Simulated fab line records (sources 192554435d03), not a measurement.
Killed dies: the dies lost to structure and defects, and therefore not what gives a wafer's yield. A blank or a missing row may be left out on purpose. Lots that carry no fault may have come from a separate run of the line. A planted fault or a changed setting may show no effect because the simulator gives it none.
Which tool was responsible? || flow n5-finfet || 10 lots with 29 wafers sampled at 6 steps, on a route of 1938 steps

WHAT EACH GAUGE READ, for each wafer
N5_BEOL_M3_RS_MEAS_58: a four-point-probe measurement. Usual: for M3_RS the level is 0.69 ohm/sq and the standard deviation is 0.036.
{"lot": "L154", "measured": "day 7 09:31", "on": "film-metro-02", "M3_RS (ohm/sq)": "0.71 0.71 0.62", "flag": ""}
{"lot": "L155", "measured": "day 7 13:02", "on": "film-metro-01", "M3_RS (ohm/sq)": "0.73 0.74 0.78", "flag": ""}
{"lot": "L157", "measured": "day 8 01:58", "on": "film-metro-01", "M3_RS (ohm/sq)": "0.75 0.69 0.63", "flag": ""}
{"lot": "L163", "measured": "day 10 04:06", "on": "film-metro-02", "M3_RS (ohm/sq)": "0.69 0.66 0.67", "flag": ""}
{"lot": "L166", "measured": "day 10 08:37", "on": "film-metro-02", "M3_RS (ohm/sq)": "0.64 0.68 0.68", "flag": ""}
{"lot": "L172", "measured": "day 11 21:23", "on": "film-metro-02", "M3_RS (ohm/sq)": "0.65 0.67 0.64", "flag": ""}
{"lot": "L171", "measured": "day 12 04:30", "on": "film-metro-01", "M3_RS (ohm/sq)": "0.68 0.68 0.70", "flag": ""}
{"lot": "L173", "measured": "day 12 09:52", "on": "film-metro-01", "M3_RS (ohm/sq)": "0.78 0.73 0.77", "flag": ""}
{"lot": "L175", "measured": "day 13 01:46", "on": "film-metro-01", "M3_RS (ohm/sq)": "0.70 0.77 0.67", "flag": ""}
{"lot": "L177", "measured": "day 13 20:36", "on": "film-metro-01", "M3_RS (ohm/sq)": "0.76 0.73", "flag": ""}

N5_BEOL_M4_CD_MEAS_11: the cd target is 16.79 nm. Usual: cd-nm 16.71 nm, standard deviation 0.22.
{"lot": "L154", "measured": "day 7 10:09", "on": "cd-sem-03", "cd-nm (nm)": "16.57 16.55 16.55", "flag": ""}
{"lot": "L155", "measured": "day 7 14:08", "on": "cd-sem-02", "cd-nm (nm)": "17.01 16.80 16.58", "flag": ""}
{"lot": "L157", "measured": "day 8 03:26", "on": "cd-sem-02", "cd-nm (nm)": "16.91 16.90 16.43", "flag": ""}
{"lot": "L163", "measured": "day 10 06:32", "on": "cd-sem-02", "cd-nm (nm)": "16.58 17.18 17.18", "flag": ""}
{"lot": "L166", "measured": "day 10 10:18", "on": "cd-sem-01", "cd-nm (nm)": "16.76 16.67 16.23", "flag": ""}
{"lot": "L172", "measured": "day 11 23:23", "on": "cd-sem-02", "cd-nm (nm)": "16.53 16.59 16.41", "flag": ""}
{"lot": "L171", "measured": "day 12 05:53", "on": "cd-sem-01", "cd-nm (nm)": "16.56 16.38 16.65", "flag": ""}
{"lot": "L173", "measured": "day 12 10:49", "on": "cd-sem-03", "cd-nm (nm)": "16.66 16.67 16.79", "flag": ""}
{"lot": "L175", "measured": "day 13 03:46", "on": "cd-sem-01", "cd-nm (nm)": "16.74 16.65 16.78", "flag": ""}
{"lot": "L177", "measured": "day 13 21:41", "on": "cd-sem-03", "cd-nm (nm)": "16.75 16.92", "flag": ""}

N5_BEOL_M4_INSPECT_30: inspects for defects (brightfield). Usual: raw-defect-count 426, standard deviation 95.
{"lot": "L154", "measured": "day 7 11:11", "on": "defect-inspect-01", "raw-defect-count": "421 369 411", "flag": ""}
{"lot": "L155", "measured": "day 7 15:05", "on": "defect-inspect-01", "raw-defect-count": "631 501 390", "flag": ""}
{"lot": "L157", "measured": "day 8 04:32", "on": "defect-inspect-01", "raw-defect-count": "509 575 635", "flag": ""}
{"lot": "L163", "measured": "day 10 07:39", "on": "defect-inspect-01", "raw-defect-count": "350 400 464", "flag": ""}
{"lot": "L166", "measured": "day 10 11:29", "on": "defect-inspect-02", "raw-defect-count": "320 375 353", "flag": ""}
{"lot": "L172", "measured": "day 12 00:38", "on": "defect-inspect-02", "raw-defect-count": "791 927 735", "flag": "OFF"}
{"lot": "L171", "measured": "day 12 07:03", "on": "defect-inspect-01", "raw-defect-count": "388 335 341", "flag": ""}
{"lot": "L173", "measured": "day 12 11:53", "on": "defect-inspect-02", "raw-defect-count": "722 710 764", "flag": "OFF"}
{"lot": "L175", "measured": "day 13 04:46", "on": "defect-inspect-02", "raw-defect-count": "438 457 542", "flag": ""}
{"lot": "L177", "measured": "day 13 23:08", "on": "defect-inspect-01", "raw-defect-count": "405 371", "flag": ""}

N5_BEOL_M4_RC_MEAS_101. Usual: DIBL_N 35.8 mV/V, standard deviation 1.5; DIBL_P 35.9 mV/V, standard deviation 1.8; IOFF_N 0.152 nA/um, standard deviation 0.025; IOFF_P 0.21 nA/um, standard deviation 0.031; ION_N 672 uA/um, standard deviation 11; ION_P 462 uA/um, standard deviation 7.4; SS_N 71.5 mV/dec, standard deviation 0.52; SS_P 73.2 mV/dec, standard deviation 0.54; VT_N 250 mV, standard deviation 3; VT_P -250 mV, standard deviation 3.3.
{"lot": "L154", "measured": "day 8 04:01", "on": "prober-02", "DIBL_N (mV/V)": "37.7 35.8 35.6", "DIBL_P (mV/V)": "37.6 35.2 36.1", "IOFF_N (nA/um)": "0.168 0.146 0.145", "IOFF_P (nA/um)": "0.25 0.20 0.22", "ION_N (uA/um)": "681 669 672", "ION_P (uA/um)": "470 463 472", "SS_N (mV/dec)": "71.9 71.5 71.4", "SS_P (mV/dec)": "73.4 73.2 72.5", "VT_N (mV)": "250 250 251", "VT_P (mV)": "-247 -248 -248", "flag": ""}
{"lot": "L155", "measured": "day 7 22:11", "on": "prober-01", "DIBL_N (mV/V)": "35.7 38.0 37.1", "DIBL_P (mV/V)": "36.5 38.4 37.1", "IOFF_N (nA/um)": "0.146 0.192 0.176", "IOFF_P (nA/um)": "0.19 0.21 0.20", "ION_N (uA/um)": "670 672 682", "ION_P (uA/um)": "454 457 455", "SS_N (mV/dec)": "72.9 73.0 72.7", "SS_P (mV/dec)": "72.9 73.7 73.0", "VT_N (mV)": "251 250 251", "VT_P (mV)": "-253 -249 -249", "flag": ""}
{"lot": "L157", "measured": "day 8 10:41", "on": "prober-01", "DIBL_N (mV/V)": "34.4 37.0 36.8", "DIBL_P (mV/V)": "31.2 34.5 34.3", "IOFF_N (nA/um)": "0.096 0.137 0.137", "IOFF_P (nA/um)": "0.13 0.18 0.18", "ION_N (uA/um)": "655 672 669", "ION_P (uA/um)": "449 458 458", "SS_N (mV/dec)": "70.5 71.1 71.2", "SS_P (mV/dec)": "72.3 73.2 73.1", "VT_N (mV)": "261 253 251", "VT_P (mV)": "-260 -254 -255", "flag": ""}
{"lot": "L163", "measured": "day 10 14:59", "on": "prober-01", "DIBL_N (mV/V)": "35.9 36.2 35.8", "DIBL_P (mV/V)": "35.9 36.9 36.0", "IOFF_N (nA/um)": "0.158 0.169 0.161", "IOFF_P (nA/um)": "0.21 0.23 0.21", "ION_N (uA/um)": "673 684 685", "ION_P (uA/um)": "464 469 466", "SS_N (mV/dec)": "71.3 71.0 70.9", "SS_P (mV/dec)": "72.6 73.7 73.8", "VT_N (mV)": "248 248 248", "VT_P (mV)": "-245 -248 -251", "flag": ""}
{"lot": "L166", "measured": "day 10 20:46", "on": "prober-01", "DIBL_N (mV/V)": "37.1 34.2 35.5", "DIBL_P (mV/V)": "37.8 34.8 36.5", "IOFF_N (nA/um)": "0.177 0.128 0.145", "IOFF_P (nA/um)": "0.23 0.18 0.20", "ION_N (uA/um)": "667 677 672", "ION_P (uA/um)": "458 467 459", "SS_N (mV/dec)": "71.3 71.8 71.3", "SS_P (mV/dec)": "74.7 73.7 74.1", "VT_N (mV)": "248 252 251", "VT_P (mV)": "-248 -250 -253", "flag": ""}
{"lot": "L172", "measured": "day 12 07:54", "on": "prober-02", "DIBL_N (mV/V)": "35.5 34.3 34.1", "DIBL_P (mV/V)": "37.1 37.2 36.0", "IOFF_N (nA/um)": "0.182 0.175 0.154", "IOFF_P (nA/um)": "0.24 0.24 0.21", "ION_N (uA/um)": "682 694 675", "ION_P (uA/um)": "460 471 460", "SS_N (mV/dec)": "71.9 71.1 71.2", "SS_P (mV/dec)": "73.3 72.5 72.7", "VT_N (mV)": "247 245 250", "VT_P (mV)": "-247 -250 -248", "flag": ""}
{"lot": "L171", "measured": "day 12 20:54", "on": "prober-01", "DIBL_N (mV/V)": "34.6 36.3 35.0", "DIBL_P (mV/V)": "35.8 37.8 36.7", "IOFF_N (nA/um)": "0.160 0.185 0.175", "IOFF_P (nA/um)": "0.20 0.24 0.22", "ION_N (uA/um)": "672 692 701", "ION_P (uA/um)": "456 470 472", "SS_N (mV/dec)": "71.6 71.3 71.0", "SS_P (mV/dec)": "73.2 73.8 73.5", "VT_N (mV)": "247 245 246", "VT_P (mV)": "-250 -250 -250", "flag": ""}
{"lot": "L173", "measured": "day 12 21:50", "on": "prober-02", "DIBL_N (mV/V)": "36.3 36.0 35.3", "DIBL_P (mV/V)": "38.6 39.4 37.1", "IOFF_N (nA/um)": "0.179 0.177 0.159", "IOFF_P (nA/um)": "0.24 0.26 0.22", "ION_N (uA/um)": "677 689 683", "ION_P (uA/um)": "463 477 462", "SS_N (mV/dec)": "71.6 71.5 71.4", "SS_P (mV/dec)": "73.8 73.7 73.4", "VT_N (mV)": "247 248 251", "VT_P (mV)": "-249 -248 -249", "flag": ""}
{"lot": "L175", "measured": "day 13 12:31", "on": "prober-02", "DIBL_N (mV/V)": "33.7 33.9 34.5", "DIBL_P (mV/V)": "34.6 34.2 34.7", "IOFF_N (nA/um)": "0.135 0.133 0.145", "IOFF_P (nA/um)": "0.20 0.19 0.20", "ION_N (uA/um)": "662 664 653", "ION_P (uA/um)": "465 455 455", "SS_N (mV/dec)": "71.3 71.8 71.4", "SS_P (mV/dec)": "72.6 73.0 73.2", "VT_N (mV)": "251 253 254", "VT_P (mV)": "-249 -251 -252", "flag": ""}
{"lot": "L177", "measured": "day 14 09:00", "on": "prober-02", "DIBL_N (mV/V)": "35.6 35.0", "DIBL_P (mV/V)": "35.7 34.9", "IOFF_N (nA/um)": "0.151 0.137", "IOFF_P (nA/um)": "0.21 0.19", "ION_N (uA/um)": "666 675", "ION_P (uA/um)": "465 472", "SS_N (mV/dec)": "71.9 71.3", "SS_P (mV/dec)": "73.4 72.8", "VT_N (mV)": "251 256", "VT_P (mV)": "-251 -253", "flag": ""}

WHICH TOOL RAN EACH LOT (tool, then ch and the chambers of the sampled wafers, then the start)
{"lot": "L154", "N5_BEOL_M4_STRIP_19": "rie-diel-04 ch 0,1, day 7 10:43", "N5_BEOL_M4_ETCH_41": "rie-diel-02 ch 0,2,3, day 8 04:01 or earlier"}
{"lot": "L155", "N5_BEOL_M4_STRIP_19": "rie-diel-02 ch 0,1,2, day 7 14:37", "N5_BEOL_M4_ETCH_41": "rie-diel-02 ch 0,2, day 7 22:11 or earlier"}
{"lot": "L157", "N5_BEOL_M4_STRIP_19": "rie-diel-02 ch 2,3, day 8 03:56", "N5_BEOL_M4_ETCH_41": "rie-diel-04 ch 0,1,2, day 8 10:41 or earlier"}
{"lot": "L163", "N5_BEOL_M4_STRIP_19": "rie-diel-02 ch 0,2,3, day 10 07:11", "N5_BEOL_M4_ETCH_41": "rie-diel-04 ch 0,1,2, day 10 14:59 or earlier"}
{"lot": "L166", "N5_BEOL_M4_STRIP_19": "rie-diel-04 ch 1,2,3, day 10 11:00", "N5_BEOL_M4_ETCH_41": "rie-diel-03 ch 0,1,2, day 10 20:46 or earlier"}
{"lot": "L172", "N5_BEOL_M4_STRIP_19": "rie-diel-04 ch 1,2,3, day 12 00:10", "N5_BEOL_M4_ETCH_41": "rie-diel-04 ch 1,2,3, day 12 07:54 or earlier"}
{"lot": "L171", "N5_BEOL_M4_STRIP_19": "rie-diel-03 ch 0,1,2, day 12 06:26", "N5_BEOL_M4_ETCH_41": "rie-diel-03 ch 0,1, day 12 20:54 or earlier"}
{"lot": "L173", "N5_BEOL_M4_STRIP_19": "rie-diel-04 ch 1,2, day 12 11:17", "N5_BEOL_M4_ETCH_41": "rie-diel-04 ch 2,3, day 12 21:50 or earlier"}
{"lot": "L175", "N5_BEOL_M4_STRIP_19": "rie-diel-03 ch 0,1,2, day 13 04:17", "N5_BEOL_M4_ETCH_41": "rie-diel-02 ch 0,2,3, day 13 12:31 or earlier"}
{"lot": "L177", "N5_BEOL_M4_STRIP_19": "rie-diel-03 ch 1,2, day 13 22:40", "N5_BEOL_M4_ETCH_41": "rie-diel-03 ch 0,1, day 14 09:00 or earlier"}
- N5_BEOL_M4_STRIP_19: strips in O2.
- N5_BEOL_M4_ETCH_41: etches SiCN in CH3F/O2, target depth 29.9 nm, time 52.5 s.

AS READ BY THE TOOLS THEMSELVES (means over the sampled wafers that have a number; for cases with no such wafer, the mark the record gives instead)
N5_BEOL_M4_STRIP_19. Usual: drypump-motor-current-A 5.5 A, standard deviation 0.49; oes-product-au 0.82 a.u., standard deviation 0.098; rf-vpp-V 3.7 V, standard deviation 0.49; showerhead-plenum-p-Torr 2.08 Torr, standard deviation 0.07; throttle-valve-pct 16.6 %, standard deviation 0.3.
{"lot": "L154", "tool": "rie-diel-04", "drypump-motor-current-A (A)": 5.7, "oes-product-au (a.u.)": 0.72, "rf-vpp-V (V)": 3.2, "showerhead-plenum-p-Torr (Torr)": 2.13, "throttle-valve-pct (%)": 16.9, "flag": ""}
{"lot": "L155", "tool": "rie-diel-02", "drypump-motor-current-A (A)": 5.5, "oes-product-au (a.u.)": 0.75, "rf-vpp-V (V)": 3.7, "showerhead-plenum-p-Torr (Torr)": 2.03, "throttle-valve-pct (%)": 16.7, "flag": ""}
{"lot": "L157", "tool": "rie-diel-02", "drypump-motor-current-A (A)": 5.2, "oes-product-au (a.u.)": 0.90, "rf-vpp-V (V)": 3.7, "showerhead-plenum-p-Torr (Torr)": 2.18, "throttle-valve-pct (%)": 16.5, "flag": ""}
{"lot": "L163", "tool": "rie-diel-02", "drypump-motor-current-A (A)": 5.2, "oes-product-au (a.u.)": 0.80, "rf-vpp-V (V)": 3.9, "showerhead-plenum-p-Torr (Torr)": 2.08, "throttle-valve-pct (%)": 16.7, "flag": ""}
{"lot": "L166", "tool": "rie-diel-04", "drypump-motor-current-A (A)": 5.8, "oes-product-au (a.u.)": 0.84, "rf-vpp-V (V)": 3.5, "showerhead-plenum-p-Torr (Torr)": 2.09, "throttle-valve-pct (%)": 16.6, "flag": ""}
{"lot": "L172", "tool": "rie-diel-04", "drypump-motor-current-A (A)": 5.7, "oes-product-au (a.u.)": 0.82, "rf-vpp-V (V)": 3.9, "showerhead-plenum-p-Torr (Torr)": 2.09, "throttle-valve-pct (%)": 16.7, "flag": ""}
{"lot": "L171", "tool": "rie-diel-03", "drypump-motor-current-A (A)": 5.7, "oes-product-au (a.u.)": 0.86, "rf-vpp-V (V)": 4.1, "showerhead-plenum-p-Torr (Torr)": 2.06, "throttle-valve-pct (%)": 16.6, "flag": ""}
{"lot": "L173", "tool": "rie-diel-04", "drypump-motor-current-A (A)": 5.7, "oes-product-au (a.u.)": 0.76, "rf-vpp-V (V)": 3.2, "showerhead-plenum-p-Torr (Torr)": 2.12, "throttle-valve-pct (%)": 16.9, "flag": ""}
{"lot": "L175", "tool": "rie-diel-03", "drypump-motor-current-A (A)": 5.8, "oes-product-au (a.u.)": 0.85, "rf-vpp-V (V)": 3.8, "showerhead-plenum-p-Torr (Torr)": 2.05, "throttle-valve-pct (%)": 16.7, "flag": ""}
{"lot": "L177", "tool": "rie-diel-03", "drypump-motor-current-A (A)": 5.5, "oes-product-au (a.u.)": 0.84, "rf-vpp-V (V)": 3.9, "showerhead-plenum-p-Torr (Torr)": 2.05, "throttle-valve-pct (%)": 16.5, "flag": ""}

N5_BEOL_M4_ETCH_41. Usual: drypump-motor-current-A 5.5 A, standard deviation 0.5; oes-product-au 0.82 a.u., standard deviation 0.092; rf-vpp-V 296.8 V, standard deviation 1.5; showerhead-plenum-p-Torr 1.98 Torr, standard deviation 0.067; throttle-valve-pct 16.3 %, standard deviation 0.32.
{"lot": "L154", "tool": "rie-diel-02", "drypump-motor-current-A (A)": 5.2, "oes-product-au (a.u.)": 0.83, "rf-vpp-V (V)": 296.7, "showerhead-plenum-p-Torr (Torr)": 1.99, "throttle-valve-pct (%)": 16.3, "flag": ""}
{"lot": "L155", "tool": "rie-diel-02", "drypump-motor-current-A (A)": 5.1, "oes-product-au (a.u.)": 0.76, "rf-vpp-V (V)": 296.2, "showerhead-plenum-p-Torr (Torr)": 1.91, "throttle-valve-pct (%)": 16.6, "flag": ""}
{"lot": "L157", "tool": "rie-diel-04", "drypump-motor-current-A (A)": 5.4, "oes-product-au (a.u.)": 0.80, "rf-vpp-V (V)": 297.2, "showerhead-plenum-p-Torr (Torr)": 1.99, "throttle-valve-pct (%)": 16.4, "flag": ""}
{"lot": "L163", "tool": "rie-diel-04", "drypump-motor-current-A (A)": 5.3, "oes-product-au (a.u.)": 0.85, "rf-vpp-V (V)": 297.3, "showerhead-plenum-p-Torr (Torr)": 1.99, "throttle-valve-pct (%)": 16.3, "flag": ""}
{"lot": "L166", "tool": "rie-diel-03", "drypump-motor-current-A (A)": 5.7, "oes-product-au (a.u.)": 0.80, "rf-vpp-V (V)": 296.0, "showerhead-plenum-p-Torr (Torr)": 1.95, "throttle-valve-pct (%)": 16.3, "flag": ""}
{"lot": "L172", "tool": "rie-diel-04", "drypump-motor-current-A (A)": 5.8, "oes-product-au (a.u.)": 0.81, "rf-vpp-V (V)": 297.0, "showerhead-plenum-p-Torr (Torr)": 1.99, "throttle-valve-pct (%)": 16.3, "flag": ""}
{"lot": "L171", "tool": "rie-diel-03", "drypump-motor-current-A (A)": 5.6, "oes-product-au (a.u.)": 0.81, "rf-vpp-V (V)": 295.3, "showerhead-plenum-p-Torr (Torr)": 1.94, "throttle-valve-pct (%)": 16.2, "flag": ""}
{"lot": "L173", "tool": "rie-diel-04", "drypump-motor-current-A (A)": 5.4, "oes-product-au (a.u.)": 0.86, "rf-vpp-V (V)": 296.0, "showerhead-plenum-p-Torr (Torr)": 1.95, "throttle-valve-pct (%)": 16.1, "flag": ""}
{"lot": "L175", "tool": "rie-diel-02", "drypump-motor-current-A (A)": 5.2, "oes-product-au (a.u.)": 0.87, "rf-vpp-V (V)": 298.3, "showerhead-plenum-p-Torr (Torr)": 2.06, "throttle-valve-pct (%)": 16.3, "flag": ""}
{"lot": "L177", "tool": "rie-diel-03", "drypump-motor-current-A (A)": 5.7, "oes-product-au (a.u.)": 0.80, "rf-vpp-V (V)": 295.6, "showerhead-plenum-p-Torr (Torr)": 1.94, "throttle-valve-pct (%)": 16.3, "flag": ""}

THE ANSWER, worked out from the rows above alone
Rule: take the mean of a lot's wafers that have a number; if it is more than 3 standard deviations from the usual mean, the lot is off. A lot without any number at a reading at which 4 lots or more have one is off too. The other lots that the step has rows for count as sound. Order of review: gauges by route order, followed by the tools' own readings, for which a lot's mean as printed above is used. At the first step where some lot is off, the reading lying furthest off is the one used; lots without a number count as furthest.
Off: L172, L173 (N5_BEOL_M4_INSPECT_30, raw-defect-count).
A tool fits if, at a process step before that reading, it ran every lot that is off, and no sound lot after the first of them. Those tools and the gauges at N5_BEOL_M4_INSPECT_30 are tried in the same way. One fits: rie-diel-04 at N5_BEOL_M4_STRIP_19. Its last sound lot is L166 (day 10 11:00), its first lot that is off L172 (day 12 00:10): a fault that began between those two fits.

WHAT THE SIMULATOR HAD INSERTED
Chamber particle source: rie-diel-04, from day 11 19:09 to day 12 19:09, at N5_BEOL_M4_STRIP_19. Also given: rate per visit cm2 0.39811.
Struck lots among those shown: L172, L173. The rule given above showed the same thing.
